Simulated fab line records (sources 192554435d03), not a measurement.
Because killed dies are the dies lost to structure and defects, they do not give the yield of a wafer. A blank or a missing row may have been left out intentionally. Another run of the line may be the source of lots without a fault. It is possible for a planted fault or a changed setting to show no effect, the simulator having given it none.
fab line records	flow n5_finfet
record lots=24	wafers=72	last_day=18
route steps=1938 shown BEOL_M5@1180 BEOL_M6@1195
lots with no fault: from the same line, run without faults
start_h: hours from the record's first day to the start of the lot's first wafer shown	wait_h: hours from the lot's prior step to this one	" repeats the value in the row above	L1.1+2: a single row standing in for several wafers	- no value, or no start given	* or withheld: withheld	< > ~ a bound
route shown NAME@n: NAME is a module with steps in the file, n the number in the route of the first one	usual: average and standard deviation across the fault-free wafers	same: alike in all rows	chamber/n: place in a boat	sites: each site's reading	_std_site: their standard deviation	_edge_site: outer sites' mean less inner sites'	radius_mm: for every site, how far away it sits from the centre of the wafer	mask NAME#n: copy n	behind: the most recent tool/chamber to have shaped the wafer	hold: why the lot was held/for how many hours/how that ended	device: which transistor (n, p or np) failed to switch	end of line: the tests these same wafers got at the end of their route	step lacking rows: just its recipe	killed: count of dies lost to structure and defects at first sort (not the wafer's yield)	map: shows each die of a wafer: x if killed, . if not, _ if none is there
set.NAME: the setting that was run; set.NAME@STEP: the one run at that earlier step	model.NAME: the simulator's own value behind a step, which no gauge read
steps of the route over a sample of lots; a table a step, a row a wafer
services: the hour from which a tool's chamber was out of use, counted from the record's first day as start_h (under 0 if before that day), plus the number of hours and why
## steps
# step N5_BEOL_M5_ANNEAL_84
# recipe temp_c=400	time_s=1800	ambient=vacuum
# usual heater_power_w=813/57
lot.wafer	tool	chamber	start_h	wait_h	heater_power_w
L074.3	pvd_sputter-02	-	171.62	0.0	817
L074.4	"	-	"	"	921
L074.6	"	-	"	"	906
L075.1	pvd_sputter-01	-	188.52	0.0	825
L075.2	"	-	"	"	787
L075.4	"	-	"	"	764
L077.2	pvd_sputter-02	-	189.04	0.0	769
L077.5	"	-	"	"	825
L077.6	"	-	"	"	949
L076.2	pvd_sputter-03	-	200.94	0.0	793
L076.3	"	-	"	"	848
L076.4	"	-	"	"	778
L078.1	pvd_sputter-02	-	205.60	0.0	814
L078.4	"	-	"	"	886
L078.5	"	-	"	"	893
L079.3	pvd_sputter-01	-	206.06	0.0	784
L079.4	"	-	"	"	756
L079.6	"	-	"	"	755
L081.2	pvd_sputter-01	-	212.05	0.0	749
L081.3	"	-	"	"	750
L081.5	"	-	"	"	745
L080.1	pvd_sputter-03	-	212.27	0.0	790
L080.3	"	-	"	"	799
L080.4	"	-	"	"	857
L082.3	pvd_sputter-03	-	241.89	0.0	868
L082.4	"	-	"	"	792
L082.6	"	-	"	"	809
L083.4	pvd_sputter-01	-	248.72	0.0	806
L083.5	"	-	"	"	747
L083.6	"	-	"	"	848
L084.2	pvd_sputter-01	-	253.98	0.0	768
L084.4	"	-	"	"	819
L084.6	"	-	"	"	791
L086.2	pvd_sputter-03	-	266.09	0.0	883
L086.5	"	-	"	"	758
L086.6	"	-	"	"	894
L085.1	pvd_sputter-01	-	266.81	0.0	784
L085.2	"	-	"	"	764
L085.6	"	-	"	"	832
L088.1	pvd_sputter-03	-	277.48	0.0	873
L088.2	"	-	"	"	780
L088.3	"	-	"	"	786
L087.2	pvd_sputter-01	-	284.56	0.0	773
L087.3	"	-	"	"	821
L087.6	"	-	"	"	763
L090.1	pvd_sputter-02	-	292.81	0.0	916
L090.3	"	-	"	"	940
L090.5	"	-	"	"	938
L089.2	pvd_sputter-03	-	293.60	0.0	799
L089.4	"	-	"	"	779
L089.6	"	-	"	"	872
L091.1	pvd_sputter-01	-	307.40	0.0	816
L091.2	"	-	"	"	755
L091.4	"	-	"	"	747
L092.1	pvd_sputter-02	-	311.68	0.0	920
L092.3	"	-	"	"	829
L092.4	"	-	"	"	920
L093.1	pvd_sputter-01	-	318.79	0.0	763
L093.5	"	-	"	"	739
L093.6	"	-	"	"	812
L095.1	pvd_sputter-02	-	318.92	0.0	813
L095.2	"	-	"	"	785
L095.4	"	-	"	"	911
L097.2	pvd_sputter-01	-	324.47	0.0	765
L097.4	"	-	"	"	764
L097.5	"	-	"	"	770
L094.2	pvd_sputter-03	-	328.43	0.0	798
L094.3	"	-	"	"	776
L094.5	"	-	"	"	781
L096.4	pvd_sputter-01	-	334.54	0.0	769
L096.5	"	-	"	"	747
L096.6	"	-	"	"	806
# step N5_BEOL_M6_CURE_74
# recipe temp_c=385	time_s=240	ambient=He/Ar	material=SiCOH_lowk
# usual lamp_power_pct=52.31/0.055	wafer_temp_C_max=386.6/0.6
lot.wafer	tool	chamber	start_h	wait_h	lamp_power_pct	wafer_temp_C_max
L074.3	uv_cure-03	2	175.12	0.3	52.32	387.3
L074.4	"	2	"	"	52.38	387.6
L074.6	"	2	"	"	52.14	387.6
L075.1	uv_cure-01	2	191.79	0.0	52.27	387.1
L075.2	"	2	"	"	52.40	386.8
L075.4	"	2	"	"	52.28	386.6
L077.2	uv_cure-02	2	192.43	0.1	52.25	387.3
L077.5	"	2	"	"	52.28	386.4
L077.6	"	2	"	"	52.35	387.2
L076.2	uv_cure-02	0	204.32	0.1	52.33	386.7
L076.3	"	0	"	"	52.27	387.0
L076.4	"	0	"	"	52.32	386.7
L079.3	uv_cure-02	2	209.50	0.2	52.28	387.0
L079.4	"	2	"	"	52.27	387.6
L079.6	"	2	"	"	52.26	387.3
L081.2	uv_cure-01	0	215.56	0.1	52.33	386.1
L081.3	"	0	"	"	52.32	386.0
L081.5	"	0	"	"	52.31	385.7
L080.1	uv_cure-02	0	215.57	0.0	52.32	386.8
L080.3	"	0	"	"	52.38	386.7
L080.4	"	0	"	"	52.34	387.2
L082.3	uv_cure-02	0	245.39	0.2	52.35	386.8
L082.4	"	0	"	"	52.13	386.5
L082.6	"	0	"	"	52.39	386.2
L078.1	uv_cure-02	0	247.20	0.0	52.18	387.1
L078.4	"	0	"	"	52.41	386.9
L078.5	"	0	"	"	52.29	388.0
L083.4	uv_cure-02	1	252.27	0.3	52.24	386.0
L083.5	"	1	"	"	52.26	385.8
L083.6	"	1	"	"	52.29	385.6
L084.2	uv_cure-03	1	257.34	0.1	52.38	386.2
L084.4	"	1	"	"	52.39	386.0
L084.6	"	1	"	"	52.29	386.2
L086.2	uv_cure-03	1	269.57	0.1	52.37	385.6
L086.5	"	1	"	"	52.38	385.5
L086.6	"	1	"	"	52.35	386.2
L085.1	uv_cure-03	0	270.09	0.0	52.29	386.8
L085.2	"	0	"	"	52.24	386.1
L085.6	"	0	"	"	52.31	386.2
L088.1	uv_cure-02	2	280.75	0.0	52.36	387.1
L088.2	"	2	"	"	52.34	387.4
L088.3	"	2	"	"	52.33	387.1
L087.2	uv_cure-02	0	287.91	0.1	52.30	386.6
L087.3	"	0	"	"	52.36	387.1
L087.6	"	0	"	"	52.33	386.8
L090.1	uv_cure-01	2	296.13	0.0	52.35	386.1
L090.3	"	2	"	"	52.29	386.4
L090.5	"	2	"	"	52.28	385.9
L089.2	uv_cure-03	0	296.95	0.1	52.37	386.2
L089.4	"	0	"	"	52.22	386.1
L089.6	"	0	"	"	52.32	386.2
L091.1	uv_cure-01	0	311.60	0.0	52.29	386.2
L091.2	"	0	"	"	52.28	386.0
L091.4	"	0	"	"	52.29	386.2
L092.1	uv_cure-01	1	314.96	0.0	52.27	386.6
L092.3	"	1	"	"	52.32	387.0
L092.4	"	1	"	"	52.30	386.9
L093.1	uv_cure-03	2	323.80	0.0	52.36	386.9
L093.5	"	2	"	"	52.34	387.1
L093.6	"	2	"	"	52.37	386.8
L095.1	uv_cure-01	0	324.01	0.0	52.34	386.0
L095.2	"	0	"	"	52.34	385.6
L095.4	"	0	"	"	52.34	386.0
L097.2	uv_cure-02	0	328.23	0.1	52.31	386.7
L097.4	"	0	"	"	52.33	387.5
L097.5	"	0	"	"	52.33	386.9
L094.2	uv_cure-03	1	331.80	0.1	52.37	386.4
L094.3	"	1	"	"	52.28	385.9
L094.5	"	1	"	"	52.37	386.2
L096.4	uv_cure-02	0	338.06	0.3	52.36	386.5
L096.5	"	0	"	"	52.31	387.0
L096.6	"	0	"	"	52.36	387.0
# step N5_BEOL_M6_CD_MEAS_11
# recipe target_cd_nm=38.5	landing_energy_ev=500	detector=se_inlens	polarity=opening
# usual cd_nm=38.7/0.55
lot.wafer	tool	chamber	start_h	wait_h	cd_nm
L074.3	cd_sem-01	0	177.97	-	38.1
L074.4	"	0	"	"	37.7
L074.6	"	0	"	"	38.4
L075.1	cd_sem-03	0	193.12	-	37.6
L075.2	"	0	"	"	38.1
L075.4	"	0	"	"	37.8
L077.2	cd_sem-01	0	193.51	-	38.9
L077.5	"	0	"	"	39.2
L077.6	"	0	"	"	38.3
L076.2	cd_sem-03	0	208.89	-	37.8
L076.3	"	0	"	"	38.5
L076.4	"	0	"	"	38.1
L079.3	cd_sem-02	0	215.08	-	39.6
L079.4	"	0	"	"	38.8
L079.6	"	0	"	"	38.0
L081.2	cd_sem-02	0	217.36	-	38.6
L081.3	"	0	"	"	39.0
L081.5	"	0	"	"	38.6
L080.1	cd_sem-03	0	217.52	-	38.2
L080.3	"	0	"	"	39.2
L080.4	"	0	"	"	38.0
L082.3	cd_sem-03	0	246.25	-	38.6
L082.4	"	0	"	"	38.6
L082.6	"	0	"	"	38.2
L078.1	cd_sem-01	0	249.81	-	38.8
L078.4	"	0	"	"	38.8
L078.5	"	0	"	"	39.5
L083.4	cd_sem-03	0	255.65	-	38.1
L083.5	"	0	"	"	39.1
L083.6	"	0	"	"	38.6
L084.2	cd_sem-01	0	259.29	-	38.7
L084.4	"	0	"	"	39.3
L084.6	"	0	"	"	39.0
L086.2	cd_sem-01	0	271.84	-	39.4
L086.5	"	0	"	"	38.7
L086.6	"	0	"	"	38.4
L085.1	cd_sem-02	0	272.32	-	39.1
L085.2	"	0	"	"	38.9
L085.6	"	0	"	"	38.5
L088.1	cd_sem-01	0	282.49	-	38.3
L088.2	"	0	"	"	38.4
L088.3	"	0	"	"	38.5
L087.2	cd_sem-01	0	290.21	-	38.3
L087.3	"	0	"	"	39.3
L087.6	"	0	"	"	39.8
L089.2	cd_sem-01	0	299.07	-	39.7
L089.4	"	0	"	"	38.2
L089.6	"	0	"	"	38.7
L090.1	cd_sem-03	0	299.27	-	38.4
L090.3	"	0	"	"	38.0
L090.5	"	0	"	"	37.8
L091.1	cd_sem-03	0	313.07	-	39.1
L091.2	"	0	"	"	39.3
L091.4	"	0	"	"	38.5
L092.1	cd_sem-02	0	317.32	-	39.3
L092.3	"	0	"	"	38.7
L092.4	"	0	"	"	38.6
L095.1	cd_sem-02	0	325.61	-	38.5
L095.2	"	0	"	"	39.5
L095.4	"	0	"	"	39.2
L093.1	cd_sem-03	0	326.36	-	37.5
L093.5	"	0	"	"	39.1
L093.6	"	0	"	"	38.1
L097.2	cd_sem-01	0	331.87	-	37.9
L097.4	"	0	"	"	38.6
L097.5	"	0	"	"	38.5
L094.2	cd_sem-03	0	332.88	-	38.7
L094.3	"	0	"	"	39.2
L094.5	"	0	"	"	38.9
L096.4	cd_sem-01	0	340.71	-	38.1
L096.5	"	0	"	"	38.5
L096.6	"	0	"	"	38.5
# step N5_BEOL_M6_INSPECT_30
# recipe mode=adi	inspect_instrument=brightfield
# usual raw_defect_count=389/69
lot.wafer	tool	chamber	start_h	wait_h	raw_defect_count
L074.3	defect_inspect-01	-	179.38	0.0	428
L074.4	"	-	"	"	384
L074.6	"	-	"	"	384
L075.1	defect_inspect-01	-	195.03	0.1	449
L075.2	"	-	"	"	357
L075.4	"	-	"	"	393
L077.2	defect_inspect-02	-	195.20	0.0	413
L077.5	"	-	"	"	405
L077.6	"	-	"	"	356
L076.2	defect_inspect-02	-	214.13	0.0	319
L076.3	"	-	"	"	347
L076.4	"	-	"	"	320
L079.3	defect_inspect-01	-	216.24	0.0	404
L079.4	"	-	"	"	357
L079.6	"	-	"	"	455
L081.2	defect_inspect-02	-	218.44	0.0	526
L081.3	"	-	"	"	315
L081.5	"	-	"	"	502
L080.1	defect_inspect-02	-	218.52	0.1	304
L080.3	"	-	"	"	317
L080.4	"	-	"	"	310
L082.3	defect_inspect-01	-	249.00	0.0	489
L082.4	"	-	"	"	471
L082.6	"	-	"	"	376
L078.1	defect_inspect-01	-	254.26	0.1	407
L078.4	"	-	"	"	312
L078.5	"	-	"	"	386
L083.4	defect_inspect-02	-	258.66	0.0	359
L083.5	"	-	"	"	425
L083.6	"	-	"	"	504
L084.2	defect_inspect-01	-	262.20	0.0	425
L084.4	"	-	"	"	410
L084.6	"	-	"	"	332
L086.2	defect_inspect-02	-	273.11	0.0	425
L086.5	"	-	"	"	353
L086.6	"	-	"	"	594
L085.1	defect_inspect-01	-	273.32	0.1	297
L085.2	"	-	"	"	376
L085.6	"	-	"	"	433
L088.1	defect_inspect-01	-	283.71	0.1	325
L088.2	"	-	"	"	341
L088.3	"	-	"	"	352
L087.2	defect_inspect-02	-	293.88	0.0	465
L087.3	"	-	"	"	480
L087.6	"	-	"	"	444
L089.2	defect_inspect-02	-	300.75	0.0	269
L089.4	"	-	"	"	411
L089.6	"	-	"	"	444
L090.1	defect_inspect-01	-	300.80	0.1	302
L090.3	"	-	"	"	552
L090.5	"	-	"	"	301
L091.1	defect_inspect-01	-	316.11	0.1	372
L091.2	"	-	"	"	343
L091.4	"	-	"	"	421
L092.1	defect_inspect-01	-	320.46	0.1	333
L092.3	"	-	"	"	313
L092.4	"	-	"	"	318
L095.1	defect_inspect-02	-	330.46	0.1	358
L095.2	"	-	"	"	432
L095.4	"	-	"	"	346
L093.1	defect_inspect-01	-	330.60	0.1	459
L093.5	"	-	"	"	381
L093.6	"	-	"	"	417
L097.2	defect_inspect-02	-	334.65	0.0	380
L097.4	"	-	"	"	395
L097.5	"	-	"	"	507
L094.2	defect_inspect-02	-	334.69	0.0	321
L094.3	"	-	"	"	263
L094.5	"	-	"	"	211
L096.4	defect_inspect-01	-	342.64	0.0	436
L096.5	"	-	"	"	399
L096.6	"	-	"	"	365
# step N5_BEOL_M6_ETCH_65
# recipe chemistry=CF4	target=SiARC	target_depth_a=156	mask_material=CAR-EUV	time_s=26	ion_energy_ev=80	pressure_mtorr=40	source_w=545	bias_w=36	Ar_flow_sccm=100	cf4_flow_sccm=100	ends=cleared
# usual drypump_motor_current_A=5.7/0.41	etch_rf_on_time_s=25.7/0.74	oes_product_au=0.71/0.075	rf_fwd_power_W=532.0/1.9	rf_vpp_V=184.3/1.1	showerhead_plenum_p_Torr=2.18/0.054	throttle_valve_pct=15.54/0.22
lot.wafer	tool	chamber	start_h	wait_h	drypump_motor_current_A	etch_rf_on_time_s	oes_product_au	rf_fwd_power_W	rf_hours_counter_h	rf_vpp_V	showerhead_plenum_p_Torr	throttle_valve_pct
L074.3	rie_diel-04	3	179.47	0.0	5.3	24.8	0.62	532.2	231	183.4	2.12	15.95
L074.4	"	2	"	"	5.9	25.9	0.70	533.7	107	185.9	2.25	15.69
L074.6	"	3	"	"	5.4	24.9	0.62	533.5	-	183.0	2.12	15.94
L075.1	rie_diel-05	3	195.64	0.0	6.1	25.9	0.59	533.2	241	184.5	2.11	15.87
L075.2	"	2	"	"	5.7	25.3	0.66	533.1	131	185.5	2.24	15.66
L075.4	"	0	"	"	5.3	26.7	0.76	529.8	19	184.7	2.10	15.40
L077.2	rie_diel-04	2	195.81	0.0	5.9	25.5	0.69	532.8	113	184.3	2.25	15.72
L077.5	"	2	"	"	5.8	25.7	0.70	533.2	-	186.2	2.25	15.72
L077.6	"	3	"	"	5.4	24.7	0.62	532.8	-	183.7	2.12	15.97
L076.2	rie_diel-06	3	214.22	0.0	5.7	25.4	0.75	533.0	33	186.0	2.18	15.29
L076.3	"	2	"	"	6.4	26.1	0.79	534.4	26	184.5	2.17	15.30
L076.4	"	1	"	"	6.5	24.6	0.83	530.9	13	184.5	2.21	15.29
L079.3	rie_diel-06	3	216.32	0.0	5.7	25.4	0.75	530.0	34	184.4	2.18	15.29
L079.4	"	0	"	"	5.3	27.0	0.57	530.5	222	183.2	2.05	15.86
L079.6	"	0	"	"	5.3	26.9	0.57	531.6	-	183.2	2.05	15.85
L081.2	rie_diel-04	1	218.53	0.0	5.4	26.3	0.59	530.1	246	186.2	2.19	15.77
L081.3	"	3	"	"	5.3	24.9	0.61	533.1	244	183.0	2.12	15.98
L081.5	"	0	"	"	5.3	25.5	0.83	533.0	-	183.7	2.19	15.46
L080.1	rie_diel-06	0	218.61	0.0	5.3	26.8	0.57	529.4	223	182.5	2.05	15.84
L080.3	"	2	"	"	6.4	26.4	0.78	536.6	28	186.0	2.17	15.29
L080.4	"	1	"	"	6.5	24.5	0.83	529.1	15	183.1	2.20	15.28
L082.3	rie_diel-05	1	249.08	0.0	6.1	25.6	0.73	531.0	56	183.4	2.18	15.29
L082.4	"	0	"	"	5.4	27.0	0.73	534.7	-	183.6	2.09	15.44
L082.6	"	2	"	"	5.7	25.8	0.64	532.5	-	185.6	2.23	15.69
L078.1	rie_diel-05	0	254.35	0.0	5.3	27.4	0.73	531.8	36	183.7	2.09	15.47
L078.4	"	0	"	"	5.4	27.4	0.73	530.8	-	183.6	2.09	15.43
L078.5	"	2	"	"	5.7	25.5	0.65	530.4	-	183.9	2.23	15.70
L083.4	rie_diel-05	0	258.82	0.0	5.4	27.4	0.72	530.6	-	182.0	2.09	15.44
L083.5	"	2	"	"	5.7	25.6	0.64	531.9	-	185.0	2.23	15.71
L083.6	"	1	"	"	6.1	25.5	0.72	531.9	-	184.2	2.18	15.31
L084.2	rie_diel-04	2	262.40	0.0	5.8	26.1	0.67	534.9	140	184.8	2.24	15.78
L084.4	"	2	"	"	5.8	25.9	0.67	532.2	-	182.9	2.24	15.80
L084.6	"	0	"	"	5.3	25.5	0.78	532.8	-	183.5	2.18	15.50
L086.2	rie_diel-04	2	273.19	0.0	5.9	25.9	0.67	534.2	145	184.9	2.24	15.78
L086.5	"	1	"	"	5.4	25.1	0.82	531.8	-	183.0	2.19	15.34
L086.6	"	0	"	"	5.3	25.3	0.77	531.5	-	184.3	2.18	15.51
L085.1	rie_diel-04	0	273.82	0.0	5.3	25.3	0.78	530.5	27	185.3	2.18	15.49
L085.2	"	1	"	"	5.4	25.1	0.81	533.2	9	184.3	2.19	15.34
L085.6	"	1	"	"	5.4	25.5	0.82	535.8	-	185.3	2.19	15.33
L088.1	rie_diel-06	0	284.25	0.0	5.3	27.1	0.56	529.3	245	181.2	2.05	15.90
L088.2	"	1	"	"	6.5	25.0	0.77	529.4	35	183.8	2.20	15.34
L088.3	"	3	"	"	5.7	25.2	0.72	528.9	57	185.4	2.17	15.33
L087.2	rie_diel-05	1	293.96	0.0	6.0	25.3	0.72	532.6	76	184.1	2.17	15.35
L087.3	"	2	"	"	5.7	25.7	0.63	532.8	166	185.5	2.23	15.74
L087.6	"	2	"	"	5.7	25.7	0.63	531.7	-	184.3	2.23	15.72
L089.2	rie_diel-05	0	300.84	0.0	5.3	27.9	0.69	528.6	58	183.9	2.09	15.47
L089.4	"	0	"	"	5.3	28.0	0.69	530.6	-	184.0	2.09	15.48
L089.6	"	2	"	"	5.7	25.9	0.63	531.6	-	184.2	2.23	15.73
L090.1	rie_diel-06	3	301.04	0.0	5.7	25.7	0.70	532.9	63	184.0	2.17	15.38
L090.3	"	1	"	"	6.5	25.1	0.77	529.5	40	184.3	2.20	15.34
L090.5	"	3	"	"	5.7	25.5	0.72	533.2	-	183.8	2.17	15.36
L091.1	rie_diel-04	0	316.23	0.0	5.3	25.5	0.75	527.6	43	184.5	2.18	15.54
L091.2	"	2	"	"	5.8	25.9	0.66	531.6	160	185.9	2.23	15.83
L091.4	"	3	"	"	5.3	24.6	0.80	529.2	14	184.7	2.11	15.54
L092.1	rie_diel-06	3	320.90	0.0	5.7	25.4	0.70	530.9	70	184.0	2.17	15.35
L092.3	"	2	"	"	6.4	26.3	0.72	531.3	61	184.7	2.16	15.37
L092.4	"	1	"	"	6.5	24.9	0.76	532.4	48	183.8	2.19	15.35
L095.1	rie_diel-06	3	330.54	0.0	5.7	25.4	0.70	531.6	72	183.9	2.17	15.36
L095.2	"	0	"	"	5.3	26.1	0.85	530.5	3	184.3	2.30	15.46
L095.4	"	2	"	"	6.4	26.2	0.74	532.8	63	182.9	2.16	15.37
L093.1	rie_diel-04	2	331.17	0.0	5.8	26.4	0.65	535.6	165	186.5	2.23	15.83
L093.5	"	1	"	"	5.4	25.6	0.76	531.7	-	184.0	2.18	15.37
L093.6	"	2	"	"	5.8	26.3	0.64	532.1	-	185.4	2.23	15.83
L097.2	rie_diel-06	0	334.73	0.0	5.3	25.9	0.85	529.2	4	185.6	2.30	15.45
L097.4	"	3	"	"	5.7	25.4	0.71	531.9	73	184.5	2.17	15.39
L097.5	"	1	"	"	6.5	24.8	0.76	531.9	-	184.1	2.19	15.36
L094.2	rie_diel-04	1	334.78	0.0	5.4	25.3	0.78	533.5	30	185.2	2.18	15.40
L094.3	"	3	"	"	5.3	24.6	0.79	530.3	20	182.9	2.11	15.56
L094.5	"	1	"	"	5.4	25.1	0.77	532.8	-	185.3	2.18	15.36
L096.4	rie_diel-04	3	342.74	0.0	5.3	24.7	0.79	531.1	-	183.1	2.10	15.58
L096.5	"	2	"	"	5.8	26.2	0.64	531.9	-	186.0	2.23	15.85
L096.6	"	1	"	"	5.4	25.2	0.77	534.1	-	184.3	2.18	15.40
# step N5_BEOL_M6_DEGAS_44
# recipe ambient=vacuum	temp_c=250	time_s=60
# usual heater_power_w=328/22
lot.wafer	tool	chamber	start_h	wait_h	heater_power_w
L074.3	pvd_sputter-03	-	181.30	0.7	319
L074.4	"	-	"	"	358
L074.6	"	-	"	"	347
L075.1	pvd_sputter-02	-	196.78	0.5	362
L075.2	"	-	"	"	335
L075.4	"	-	"	"	374
L077.2	pvd_sputter-01	-	197.41	0.9	304
L077.5	"	-	"	"	299
L077.6	"	-	"	"	327
L076.2	pvd_sputter-01	-	215.32	0.4	295
L076.3	"	-	"	"	337
L076.4	"	-	"	"	316
L079.3	pvd_sputter-01	-	217.38	0.3	303
L079.4	"	-	"	"	296
L079.6	"	-	"	"	299
L081.2	pvd_sputter-01	-	219.80	0.6	304
L081.3	"	-	"	"	309
L081.5	"	-	"	"	299
L080.1	pvd_sputter-03	-	219.82	0.6	313
L080.3	"	-	"	"	350
L080.4	"	-	"	"	317
L082.3	pvd_sputter-03	-	250.28	0.5	314
L082.4	"	-	"	"	351
L082.6	"	-	"	"	314
L078.1	pvd_sputter-02	-	255.62	0.6	316
L078.4	"	-	"	"	324
L078.5	"	-	"	"	365
L083.4	pvd_sputter-01	-	260.02	0.2	312
L083.5	"	-	"	"	302
L083.6	"	-	"	"	328
L084.2	pvd_sputter-02	-	263.50	0.4	307
L084.4	"	-	"	"	335
L084.6	"	-	"	"	369
L086.2	pvd_sputter-03	-	274.48	0.6	325
L086.5	"	-	"	"	320
L086.6	"	-	"	"	346
L085.1	pvd_sputter-03	-	275.14	0.7	308
L085.2	"	-	"	"	315
L085.6	"	-	"	"	358
L088.1	pvd_sputter-03	-	286.12	1.1	312
L088.2	"	-	"	"	313
L088.3	"	-	"	"	350
L087.2	pvd_sputter-01	-	295.21	0.3	305
L087.3	"	-	"	"	296
L087.6	"	-	"	"	329
L089.2	pvd_sputter-03	-	302.11	0.5	311
L089.4	"	-	"	"	310
L089.6	"	-	"	"	330
L090.1	pvd_sputter-03	-	302.55	0.7	364
L090.3	"	-	"	"	314
L090.5	"	-	"	"	322
L091.1	pvd_sputter-03	-	317.46	0.6	315
L091.2	"	-	"	"	323
L091.4	"	-	"	"	357
L092.1	pvd_sputter-02	-	324.62	2.9	363
L092.3	"	-	"	"	339
L092.4	"	-	"	"	332
L095.1	pvd_sputter-03	-	331.52	0.4	344
L095.2	"	-	"	"	309
L095.4	"	-	"	"	323
L093.1	pvd_sputter-03	-	332.32	0.3	315
L093.5	"	-	"	"	348
L093.6	"	-	"	"	347
L097.2	pvd_sputter-02	-	335.64	0.2	309
L097.4	"	-	"	"	364
L097.5	"	-	"	"	323
L094.2	pvd_sputter-02	-	336.10	0.6	322
L094.3	"	-	"	"	356
L094.5	"	-	"	"	326
L096.4	pvd_sputter-03	-	343.82	0.3	353
L096.5	"	-	"	"	313
L096.6	"	-	"	"	321
## services
tool	chamber	start_h	hours	kind
uv_cure-03	-	159.76	2.9	repair
rie_diel-05	0	167.07	5.0	repair
uv_cure-01	-	174.64	0.7	repair
rie_diel-04	2	175.54	3.6	repair
uv_cure-02	-	176.10	7.5	pm
rie_diel-05	1	183.42	12.0	repair
rie_diel-04	0	197.28	-	clean
rie_diel-04	0	197.28	-	consumable_replace:focus_ring
rie_diel-04	0	197.28	12.2	scheduled_down
rie_diel-04	0	197.28	12.2	vent_cycle
uv_cure-01	-	200.26	0.2	repair
rie_diel-05	-	205.16	0.7	repair
uv_cure-01	-	211.02	1.0	pm
rie_diel-05	-	218.37	0.1	repair
rie_diel-04	1	229.60	-	clean
rie_diel-04	1	229.60	-	consumable_replace:focus_ring
rie_diel-04	1	229.60	21.3	scheduled_down
rie_diel-05	3	242.46	40.9	repair
uv_cure-01	-	248.69	7.5	pm
rie_diel-04	1	252.29	3.0	repair
rie_diel-06	2	275.94	2.5	repair
uv_cure-02	-	306.34	2.1	pm
uv_cure-01	-	328.81	2.1	pm
uv_cure-03	-	337.31	2.8	pm
## key
fault none
